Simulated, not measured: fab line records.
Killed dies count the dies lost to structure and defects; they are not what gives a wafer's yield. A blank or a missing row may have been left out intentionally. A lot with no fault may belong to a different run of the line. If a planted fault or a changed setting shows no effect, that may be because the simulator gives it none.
Matching of chambers	flow n5_finfet	4 sister chambers for N5_BEOL_M13_DESCUM_15 on rie_diel-01
The step chemistry O2, time 7.9 s. 14 wafers are shown with their chamber, then 7 later ones without.

WAFERS WITH THEIR CHAMBER
wafer	chamber	showerhead_plenum_p_Torr (Torr)	throttle_valve_pct (%)	oes_product_au (a.u.)
L300.4	0	2.06	20.86	0.72
L300.5	1	2.06	21.01	0.68
L300.6	2	2.12	20.56	0.75
L305.1	2	2.12	20.57	0.73
L305.3	0	2.06	20.88	0.71
L305.4	0	2.06	20.89	0.71
L307.1	3	2.06	20.07	0.99
L307.3	0	2.06	20.89	0.71
L307.4	3	2.06	20.07	0.98
L312.1	3	2.05	20.09	0.96
L312.3	2	2.11	20.59	0.73
L312.6	2	2.11	20.58	0.73
L313.1	1	2.05	20.63	0.93
L313.2	0	2.05	20.41	0.94

SIGNATURES, as means of the wafers listed above
reading	chamber 0	chamber 1	chamber 2	chamber 3	scatter within a chamber
showerhead_plenum_p_Torr	2.0580	2.0550	2.1150	2.0567	0.00545
throttle_valve_pct	20.7860	20.8200	20.5750	20.0767	0.158
oes_product_au	0.7580	0.8050	0.7350	0.9767	0.0857
Rule: a wafer lies at a distance from a chamber equal to the root of the sum of squares, over the readings, of (its reading less the chamber's mean, divided by the reading's scatter). The wafer belongs to the nearest chamber; if the next one is less than 2 further off, it can't be placed. How the scatter is found: for the shown wafers, subtract from each reading the mean of its chamber, square and add these, divide the total by (wafers less chambers), then take the root.

WAFERS WITHOUT THEIR CHAMBER
wafer	showerhead_plenum_p_Torr (Torr)	throttle_valve_pct (%)	oes_product_au (a.u.)
L313.4	2.05	20.12	0.93
L317.2	2.05	20.11	0.93
L317.5	2.05	20.64	0.93
L317.6	2.05	20.42	0.93
L319.1	2.05	20.12	0.91
L319.2	2.10	20.62	0.72
L319.6	2.05	20.67	0.91

WHICH CHAMBER EACH WENT THROUGH
wafer	from the rows above	in truth
L313.4	3	3
L317.2	3	3
L317.5	can't be placed: 1 or 0 or 3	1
L317.6	can't be placed: 3 or 1 or 0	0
L319.1	3	3
L319.2	2	2
L319.6	can't be placed: 1 or 0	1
Correct placement for 4 of the 7. Unplaceable from these rows: 3, with the true chamber sitting among the candidates in 3. Number placed wrongly: 0.
